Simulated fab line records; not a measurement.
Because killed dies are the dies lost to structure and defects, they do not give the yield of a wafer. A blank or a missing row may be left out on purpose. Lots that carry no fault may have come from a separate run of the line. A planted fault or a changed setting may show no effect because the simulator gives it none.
fab line records	flow n5_finfet
record lots=9	wafers=21	last_day=19
route steps=1938 shown BEOL_M0@740 BEOL_M1@770 BEOL_M4@1111 PASSIVATION@1936
lots that met no fault: from a run of the same line without faults
start_h: hours from the record's opening day to when the first of the lot's shown wafers began	wait_h: hours from the lot's prior step to this one	" identical to the entry in the row above	L1.1+2: one row covering several wafers at once	- either no value or no given start	* or withheld: withheld	< > ~ a bound
route shown NAME@n: NAME is a module with steps in the file, n the number in the route of the first one	usual: mean/standard deviation of fault-free wafers	same: alike in all rows	chamber/n: place in a boat	sites: the reading at each site	_std_site: the values' standard deviation	_edge_site: outer sites' mean less inner sites'	radius_mm: how far each site lies from the wafer's centre	mask NAME#n: copy n	behind: the most recent tool/chamber to have shaped the wafer	hold: cause of the lot's hold/its duration in hours/its outcome	device: names the non-switching transistor (n, p or np)	end of line: tests run on the same wafers once the route is complete	a step given without rows: its recipe and nothing more	killed: at the first sort, the dies lost to defects and structure; wafer yield is something else	map: per-die view of a wafer (x killed, . not killed, _ where there is no die)
set.NAME: the run value of the setting; set.NAME@STEP: its run value at that earlier step	model.NAME: the simulator's own value behind a step, which no gauge read
one table for each step of the route and one row for each wafer, over a sample of lots
services: when a tool's chamber went out of use (start_h, in hours from the record's first day, below 0 if earlier), for how many hours, and the reason
## steps
# step N5_BEOL_M0_SPUTTER_141
# recipe material=Cu	target_thk_a=40	temp_c=-20	chamber_pressure_pa=0.07	power_w=withheld	time_s=7.37
# usual substrate_temp_c=-20.02/0.11	throttle_valve_pct=30.2/0.68
lot.wafer	tool	chamber	start_h	wait_h	substrate_temp_c	throttle_valve_pct
L669.2	pvd_sputter-01	-	131.87	0.0	-20.12	28.9
L669.5	"	-	"	"	-19.95	30.1
L669.6	"	-	"	"	-20.25	30.9
L671.1	pvd_sputter-03	-	151.81	0.0	-20.05	29.6
L671.3	"	-	"	"	-19.97	29.7
L671.6	"	-	"	"	-19.98	30.0
L674.3	pvd_sputter-01	-	157.94	0.0	-19.97	29.4
L674.4	"	-	"	"	-19.84	29.4
L674.5	"	-	"	"	-20.00	31.2
L679.1	pvd_sputter-02	-	192.06	0.0	-20.09	29.6
L679.4	"	-	"	"	-20.07	30.1
L681.1	pvd_sputter-01	-	202.23	0.0	-20.11	31.0
L681.4	"	-	"	"	-19.80	30.3
L682.1	pvd_sputter-02	-	210.11	0.0	-19.96	29.8
L682.3	"	-	"	"	-20.15	31.7
L688.2	pvd_sputter-03	-	244.73	0.0	-20.01	29.3
L688.5	"	-	"	"	-19.93	29.8
L689.1	pvd_sputter-01	-	247.31	0.0	-19.89	31.0
L689.4	"	-	"	"	-19.91	30.1
L691.4	pvd_sputter-02	-	259.30	0.0	-19.85	29.9
L691.5	"	-	"	"	-19.87	30.0
# step N5_BEOL_M0_RS_MEAS_126
# recipe thk_meas_gauge=four-point-probe	reads=Co_of_BEOL_M0_CO_CAP_123+Cu_of_BEOL_M0_ECD_118+Co_of_BEOL_M0_CVD_115+TaN_of_BEOL_M0_ALD_136
# usual M0_RS=0.536/0.02
lot.wafer	tool	chamber	start_h	wait_h	M0_RS[ohm/sq]
L669.2	film_metro-02	-	133.31	0.1	0.528
L669.5	"	-	"	"	0.546
L669.6	"	-	"	"	0.540
L671.1	film_metro-02	-	152.89	0.0	0.501
L671.3	"	-	"	"	0.520
L671.6	"	-	"	"	0.504
L674.3	film_metro-01	-	159.00	0.1	0.528
L674.4	"	-	"	"	0.527
L674.5	"	-	"	"	0.532
L679.1	film_metro-01	-	193.23	0.0	0.539
L679.4	"	-	"	"	0.556
L681.1	film_metro-01	-	203.32	0.0	0.537
L681.4	"	-	"	"	0.560
L682.1	film_metro-02	-	211.75	0.1	0.528
L682.3	"	-	"	"	0.542
L688.2	film_metro-01	-	245.88	0.1	0.516
L688.5	"	-	"	"	0.520
L689.1	film_metro-01	-	248.39	0.0	0.551
L689.4	"	-	"	"	0.512
L691.4	film_metro-02	-	260.48	0.0	0.534
L691.5	"	-	"	"	0.526
# step N5_BEOL_M1_ETCH_64
# recipe chemistry=N2/H2	target=SOC	target_depth_a=750	overetch_a=150	mask_material=SiARC	temp_c=40	time_s=112.5	ion_energy_ev=200	pressure_mtorr=30	source_w=840	bias_w=150	n2_flow_sccm=200	h2_flow_sccm=200
# usual drypump_motor_current_A=5.4/0.48	oes_product_au=0.64/0.068	rf_vpp_V=523.6/2.6	showerhead_plenum_p_Torr=2.53/0.083	throttle_valve_pct=17.82/0.29
lot.wafer	tool	chamber	start_h	wait_h	drypump_motor_current_A	oes_product_au	rf_hours_counter_h	rf_vpp_V	showerhead_plenum_p_Torr	throttle_valve_pct
L669.2	rie_diel-03	1	135.48	0.0	5.6	0.58	185	523.3	2.53	18.08
L669.5	"	0	"	"	5.0	0.76	-	528.5	2.68	17.28
L669.6	"	1	"	"	5.6	0.58	-	521.5	2.53	18.08
L671.1	rie_diel-03	0	157.12	0.0	5.0	0.74	17	528.2	2.67	17.29
L671.3	"	2	"	"	5.1	0.65	98	523.5	2.57	17.81
L671.6	"	1	"	"	5.6	0.58	-	523.2	2.52	18.06
L674.3	rie_diel-03	0	160.55	0.0	5.0	0.75	18	529.9	2.67	17.29
L674.4	"	1	"	"	5.6	0.57	192	522.7	2.52	18.08
L674.5	"	3	"	"	6.2	0.67	-	522.8	2.48	17.76
L679.1	rie_diel-03	0	194.47	0.0	5.0	0.69	29	528.1	2.67	17.30
L679.4	"	3	"	"	6.2	0.63	53	520.9	2.48	17.80
L681.1	rie_diel-03	3	204.44	0.0	6.2	0.62	56	521.7	2.48	17.80
L681.4	"	1	"	"	5.6	0.54	206	522.5	2.52	18.11
L682.1	rie_diel-03	3	212.96	0.0	6.2	0.62	58	521.4	2.48	17.79
L682.3	"	2	"	"	5.1	0.65	114	523.7	2.57	17.83
L688.2	rie_diel-01	2	248.48	0.0	5.4	0.70	48	522.8	2.46	17.55
L688.5	"	0	"	"	5.3	0.72	-	529.1	2.70	17.69
L689.1	rie_diel-04	0	252.58	0.0	5.3	0.70	38	525.8	2.59	17.85
L689.4	"	2	"	"	4.7	0.55	232	519.7	2.43	18.02
L691.4	rie_diel-01	2	262.18	0.0	5.4	0.69	55	523.2	2.46	17.57
L691.5	"	1	"	"	5.1	0.58	-	521.8	2.41	18.17
# step N5_BEOL_M1_CD_MEAS_18
# recipe pitch_nm=36	target_cd_nm=18
# usual cd_nm=17.9/0.42
lot.wafer	tool	chamber	start_h	wait_h	cd_nm
L669.2	cd_sem-02	-	135.83	0.1	18.8
L669.5	"	-	"	"	17.3
L669.6	"	-	"	"	18.1
L671.1	cd_sem-02	-	157.47	0.0	17.6
L671.3	"	-	"	"	18.1
L671.6	"	-	"	"	18.2
L674.3	cd_sem-02	-	160.90	0.1	17.8
L674.4	"	-	"	"	18.6
L674.5	"	-	"	"	18.5
L679.1	cd_sem-02	-	194.82	0.0	-
L679.4	"	-	"	"	-
L681.1	cd_sem-01	-	204.79	0.0	-
L681.4	"	-	"	"	16.8
L682.1	cd_sem-02	-	213.35	0.0	-
L682.3	"	-	"	"	17.7
L688.2	cd_sem-02	-	249.26	0.1	18.0
L688.5	"	-	"	"	18.1
L689.1	cd_sem-02	-	253.07	0.0	17.9
L689.4	"	-	"	"	17.2
L691.4	cd_sem-02	-	262.53	0.1	17.4
L691.5	"	-	"	"	18.2
# step N5_BEOL_M1_OVL_MEAS_29
# recipe points_per_wafer=522
# usual V0_OVL=0.6/0.55
lot.wafer	tool	chamber	start_h	wait_h	V0_OVL[nm]
L669.2	overlay-02	0	136.18	0.0	0.8
L669.5	"	0	"	"	0.2
L669.6	"	0	"	"	0.5
L671.1	overlay-02	0	157.95	0.0	-1.2
L671.3	"	0	"	"	0.1
L671.6	"	0	"	"	-0.1
L674.3	overlay-02	0	161.27	0.0	0.3
L674.4	"	0	"	"	1.1
L674.5	"	0	"	"	0.9
L679.1	overlay-02	0	195.30	0.0	0.2
L679.4	"	0	"	"	0.0
L681.1	overlay-01	0	205.14	0.0	0.9
L681.4	"	0	"	"	0.8
L682.1	overlay-02	0	213.83	0.0	1.5
L682.3	"	0	"	"	1.5
L688.2	overlay-02	0	250.43	0.9	0.9
L688.5	"	0	"	"	0.9
L689.1	overlay-02	0	253.44	0.0	1.3
L689.4	"	0	"	"	1.3
L691.4	overlay-02	0	262.89	0.0	0.8
L691.5	"	0	"	"	1.5
# step N5_BEOL_M1_ETCHBACK_99
# recipe chemistry=CHF3	target=SiO2	target_depth_a=50	time_s=10.4	source_w=215	bias_w=47	Ar_flow_sccm=200	CHF3_flow_sccm=12	ion_energy_ev=100	pressure_mtorr=30
# usual drypump_motor_current_A=5.4/0.39	mfc_ar_sccm=200.0/0.62	oes_ar_750_au=0.82/0.095	oes_product_au=0.83/0.097	rf_vpp_V=243/6.6	showerhead_plenum_p_Torr=2.14/0.076	throttle_valve_pct=17.1/0.31
lot.wafer	tool	chamber	start_h	wait_h	drypump_motor_current_A	mfc_ar_sccm	oes_ar_750_au	oes_product_au	rf_hours_counter_h	rf_vpp_V	showerhead_plenum_p_Torr	throttle_valve_pct
L669.2	rie_diel-04	2	137.82	1.4	4.7	200.4	0.71	0.71	195	233	2.02	16.9
L669.5	"	1	"	"	5.6	200.0	0.80	0.79	-	247	2.15	17.0
L669.6	"	0	"	"	5.3	199.9	0.96	0.96	-	247	2.21	17.1
L671.1	rie_diel-01	2	162.36	3.4	5.4	199.9	0.92	0.94	16	252	2.09	16.7
L671.3	"	1	"	"	5.1	199.3	0.73	0.74	152	241	2.09	17.5
L671.6	"	3	"	"	5.6	200.1	0.99	1.00	-	235	2.22	16.7
L674.3	rie_diel-03	1	165.68	3.7	5.6	198.8	0.73	0.73	194	245	2.12	17.2
L674.4	"	2	"	"	5.1	200.2	0.82	0.82	100	237	2.19	17.1
L674.5	"	2	"	"	5.0	199.1	0.83	0.82	-	237	2.19	17.2
L679.1	rie_diel-01	3	202.33	6.1	5.6	200.1	0.94	0.35	16	235	2.22	16.7
L679.4	"	1	"	"	5.1	199.6	0.72	0.28	166	242	2.08	17.5
L681.1	rie_diel-01	1	229.79	24.2	5.1	199.5	0.72	0.27	174	243	2.08	17.5
L681.4	"	1	"	"	5.1	200.0	0.71	0.30	-	243	2.08	17.5
L682.1	rie_diel-03	1	230.06	15.8	5.6	199.9	0.72	0.27	211	245	2.11	17.2
L682.3	"	0	"	"	5.0	199.4	0.91	0.91	36	237	2.28	16.8
L688.2	rie_diel-04	3	254.46	3.5	6.4	201.1	0.74	0.73	168	236	2.15	17.3
L688.5	"	2	"	"	4.7	200.3	0.69	0.69	-	233	2.00	16.9
L689.1	rie_diel-04	2	266.39	12.3	4.7	199.5	0.68	0.68	239	233	2.00	17.0
L689.4	"	0	"	"	5.3	199.7	0.89	0.88	43	245	2.20	17.2
L691.4	rie_diel-01	2	277.67	14.5	5.4	201.3	0.84	0.86	61	253	2.07	16.8
L691.5	"	1	"	"	5.1	201.3	0.69	0.70	-	243	2.07	17.6
# step N5_BEOL_M1_OCD_MEAS_38
# usual trench_depth_nm=55.1/1.3
lot.wafer	tool	chamber	start_h	wait_h	trench_depth_nm
L669.2	ocd-02	-	138.21	-	53.7
L669.5	"	-	"	"	56.4
L669.6	"	-	"	"	56.0
L671.1	ocd-01	-	162.75	-	55.1
L671.3	"	-	"	"	53.9
L671.6	"	-	"	"	57.4
L674.3	ocd-01	-	166.08	-	56.4
L674.4	"	-	"	"	55.2
L674.5	"	-	"	"	55.7
L679.1	ocd-02	-	202.73	-	0.6
L679.4	"	-	"	"	0.7
L681.1	ocd-01	-	230.19	-	0.4
L681.4	"	-	"	"	2.6
L682.1	ocd-02	-	230.45	-	0
L682.3	"	-	"	"	56.8
L688.2	ocd-02	-	254.86	-	56.0
L688.5	"	-	"	"	54.1
L689.1	ocd-02	-	266.79	-	53.0
L689.4	"	-	"	"	55.7
L691.4	ocd-01	-	278.06	-	54.8
L691.5	"	-	"	"	53.0
# step N5_BEOL_M1_CD_MEAS_35
# recipe target_cd_nm=18	target_cd_y_nm=21	polarity=opening
# usual cd_nm=18.0/0.46
lot.wafer	tool	chamber	start_h	wait_h	cd_nm
L669.2	cd_sem-01	-	138.36	0.0	18.9
L669.5	"	-	"	"	17.5
L669.6	"	-	"	"	17.8
L671.1	cd_sem-02	-	162.90	0.0	17.7
L671.3	"	-	"	"	18.1
L671.6	"	-	"	"	18.3
L674.3	cd_sem-01	-	166.23	0.0	17.5
L674.4	"	-	"	"	18.5
L674.5	"	-	"	"	17.8
L679.1	cd_sem-02	-	202.88	0.0	-
L679.4	"	-	"	"	-
L681.1	cd_sem-01	-	230.36	0.0	-
L681.4	"	-	"	"	-
L682.1	cd_sem-01	-	230.61	0.0	-
L682.3	"	-	"	"	18.1
L688.2	cd_sem-02	-	255.02	0.0	18.4
L688.5	"	-	"	"	18.1
L689.1	cd_sem-02	-	266.94	0.0	18.0
L689.4	"	-	"	"	16.8
L691.4	cd_sem-02	-	278.22	0.0	17.5
L691.5	"	-	"	"	18.1
# step N5_BEOL_M4_RC_MEAS_101
# usual DIBL_N=36.5/2.2	DIBL_P=36.9/2.9	IOFF_N=0.17/0.044	IOFF_P=0.22/0.052	ION_N=671/16	ION_P=461/10	SS_N=71.6/0.73	SS_P=73.5/0.79	VT_N=250/4.1	VT_P=-250/4.1
lot.wafer	tool	chamber	start_h	wait_h	DIBL_N[mV/V]	DIBL_P[mV/V]	IOFF_N[nA/um]	IOFF_P[nA/um]	ION_N[uA/um]	ION_P[uA/um]	SS_N[mV/dec]	SS_P[mV/dec]	VT_N[mV]	VT_P[mV]
L669.2	prober-02	0	196.53	0.2	35.9	36.2	0.15	0.21	666	459	70.7	73.0	249	-249
L669.5	"	0	"	"	36.7	36.3	0.15	0.20	656	453	71.3	73.7	250	-252
L669.6	"	0	"	"	35.2	36.0	0.14	0.21	664	461	71.9	73.2	253	-248
L671.1	prober-01	0	207.00	0.0	37.2	35.2	0.16	0.19	653	439	72.2	72.8	253	-253
L671.3	"	0	"	"	35.6	36.2	0.14	0.22	658	462	71.2	72.7	254	-250
L671.6	"	0	"	"	36.1	35.9	0.15	0.22	670	457	71.4	73.2	253	-251
L674.3	prober-01	0	213.08	0.3	37.5	38.7	0.20	0.24	692	466	72.0	74.6	246	-251
L674.4	"	0	"	"	34.3	35.8	0.14	0.20	654	450	71.6	73.7	253	-252
L674.5	"	0	"	"	36.0	36.9	0.16	0.20	671	457	72.1	73.9	251	-249
L682.3	prober-02	0	268.87	0.3	35.5	35.7	0.13	0.18	670	458	71.1	73.5	252	-253
L688.2	prober-02	0	315.73	0.2	35.1	34.2	0.16	0.24	682	478	71.1	72.9	251	-243
L688.5	"	0	"	"	40.6	41.2	0.31	0.38	707	487	72.5	74.8	241	-238
L689.1	prober-02	0	318.22	0.0	38.1	37.4	0.16	0.24	648	447	71.6	74.0	252	-250
L689.4	"	0	"	"	36.0	34.1	0.12	0.16	654	448	71.5	72.8	256	-254
L691.4	prober-01	0	340.80	0.5	40.2	42.9	0.23	0.29	669	456	72.3	74.7	248	-247
L691.5	"	0	"	"	42.3	44.0	0.28	0.33	702	471	73.4	75.0	242	-243
# step N5_PASSIVATION_PROBE_49
# usual defect_limited_yield=91.3/1.4	killed_at_M0_to_M3=36/10	killed_at_M4_up=13/5.4	killed_at_contacts=12/5.3	killed_at_front_end=39/10	killed_at_other=3.2/2.7	killed_dies=103/16	killed_on_rim=13/4	killed_open=68/13	killed_short=33/6.6	sort_bin_4_leakage=0.01/0.031	sort_bin_5_function=5.1/0.92	sort_bin_6_memory=3.3/0.68	sort_bin_8_speed=0.1/0.41	sort_n_pass=1077/17	sort_yield_pct=91.2/1.4
# same gross_dies=1180	killed_at_back_side=0
lot.wafer	tool	chamber	start_h	wait_h	defect_limited_yield[%]	killed_at_M0_to_M3	killed_at_M4_up	killed_at_contacts	killed_at_front_end	killed_at_other	killed_dies	killed_on_rim	killed_open	killed_short	sort_bin_4_leakage[%]	sort_bin_5_function[%]	sort_bin_6_memory[%]	sort_bin_8_speed[%]	sort_n_pass	sort_yield_pct[%]
L682.1	prober-02	-	374.82	0.0	0.7	1107	14	10	41	0	1172	152	62	36	0	95.8	2.9	0	8	0.7
L682.3	prober-02	-	374.92	0.1	91.8	31	20	13	33	0	97	11	77	19	0	5.5	2.7	0	1083	91.8
L679.1	prober-02	-	380.80	0.0	0	1121	18	5	33	3	1180	152	61	46	0	95.8	3.8	0	0	0
L679.4	prober-02	-	380.95	0.2	0.4	1121	8	7	28	11	1175	152	61	24	0	96.1	3.1	0	5	0.4
L681.1	prober-01	-	390.21	0.0	0.4	1110	12	7	45	1	1175	152	65	25	0	96.7	2.7	0	5	0.4
L681.4	prober-01	-	390.36	0.2	4.9	1064	9	10	32	7	1122	145	52	31	0	91.5	3.3	0	58	4.9
# killed by level:class
L682.1 BEOL_M1:area_etch=1070 BEOL_M0_SAQP:geometric_particle:short=15 FIN_SAQP:geometric_particle:open=12 BEOL_M0_SAQP:geometric_particle:open=9 MOL_CONTACT_COAG:geometric_particle:open=8 BEOL_M4:geometric_particle:open=8 FIN_SAQP:geometric_particle:short=5 BEOL_M1:geometric_particle:open=5
L682.3 MOL_CONTACT_COAG:geometric_particle:open=11 BEOL_M1:geometric_particle:open=9 BEOL_M0_SAQP:geometric_particle:open=8 BEOL_M4:geometric_particle:open=8 DUMMY_GATE:geometric_particle:open=7 FIN_SAQP:geometric_particle:open=6 BEOL_M0_SAQP:geometric_particle:short=5 BEOL_M0:geometric_particle:open=5
L679.1 BEOL_M1:area_etch=1071 BEOL_M0_SAQP:geometric_particle:short=18 BEOL_M0_SAQP:geometric_particle:open=12 BEOL_M1:geometric_particle:open=8 STI_FIN_REVEAL:geometric_particle:open=8 BEOL_M4:geometric_particle:open=7 BEOL_M3:geometric_particle:open=6 STARTING-WAFER:geometric_particle:short=5
L679.4 BEOL_M1:area_etch=1089 BEOL_M1:geometric_particle:open=11 STI_FIN_REVEAL:geometric_particle:open=10 BEOL_M2:geometric_particle:open=7 FIN_SAQP:geometric_particle:short=6 MOL_CONTACT_COAG:geometric_particle:open=6 BEOL_M0_SAQP:geometric_particle:short=5 BEOL_M3:geometric_particle:open=5
L681.1 BEOL_M1:area_etch=1082 DUMMY_GATE:geometric_particle:open=11 FIN_SAQP:geometric_particle:open=7 BEOL_M3:geometric_particle:open=7 MOL_CONTACT_COAG:geometric_particle:open=6 BEOL_M1:geometric_particle:open=6 STI_FIN_REVEAL:geometric_particle:open=5 BEOL_M0_SAQP:geometric_particle:short=4
L681.4 BEOL_M1:area_etch=1039 MOL_CONTACT_COAG:geometric_particle:open=9 BEOL_M0_SAQP:geometric_particle:short=8 BEOL_M2:geometric_particle:open=6 STI_FIN_REVEAL:geometric_particle:open=5 DUMMY_GATE:geometric_particle:open=4 ILD0:geometric_particle:open=4 MIM_TOP_ETCH:geometric_particle:short=4
## services
tool	chamber	start_h	hours	kind
rie_diel-01	3	128.89	-	clean
rie_diel-01	3	128.89	-	consumable_replace:focus_ring
rie_diel-01	3	128.89	24.4	scheduled_down
rie_diel-01	3	128.89	24.4	vent_cycle
rie_diel-04	-	136.35	1.1	repair
pvd_sputter-02	-	146.23	1.1	repair
rie_diel-04	0	152.81	8.1	repair
rie_diel-01	0	153.30	-	clean
rie_diel-01	0	153.30	-	consumable_replace:focus_ring
rie_diel-01	0	153.30	-	consumable_replace:showerhead
rie_diel-01	0	153.30	29.5	scheduled_down
rie_diel-01	0	153.30	29.5	vent_cycle
rie_diel-04	-	167.56	0.5	repair
rie_diel-01	0	223.37	15.1	repair
rie_diel-01	3	232.64	22.4	repair
rie_diel-03	-	244.35	28.1	pm
## key
first_sign step=N5_BEOL_M1_CD_MEAS_18	reading=cd_nm	direction=missing
effect step=N5_BEOL_M1_ETCHBACK_99	reading=oes_product_au	direction=down	sigmas=5.5	usual=0.83	struck=0.29
effect step=N5_BEOL_M1_OCD_MEAS_38	reading=trench_depth_nm	direction=down	sigmas=42	usual=55.1	struck=0.9
effect step=N5_BEOL_M1_CD_MEAS_35	reading=cd_nm	direction=missing
effect step=N5_PASSIVATION_PROBE_49	reading=killed_at_M0_to_M3	direction=up	sigmas=99+	usual=36	struck=1105
more_kills_born_at N5_BEOL_M1_ETCH_64@rie_diel-03=5351
met_at N5_BEOL_M1_ETCH_64
struck_lots L679,L681,L682
struck_wafers L679.1,L679.4,L681.1,L681.4,L682.1
later_rows_left_out L679.1,L679.4,L681.1,L681.4,L682.1
not_acting_at N5_BEOL_M0_SPUTTER_141,N5_BEOL_M0_RS_MEAS_126,N5_BEOL_M1_OVL_MEAS_29
onset_between 160.55 194.47
fault kind=process_parameter_drift	tool=rie_diel-03	chamber=-	onset_h=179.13	steps=N5_BEOL_M1_ETCH_64	channel=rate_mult	offset=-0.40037	shape=step	end_h=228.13	scope=struck_wafers_only
# later_rows_left_out: the simulator's readings of these wafers behind a module that went badly wrong aren't trusted and aren't shown, but for the sort
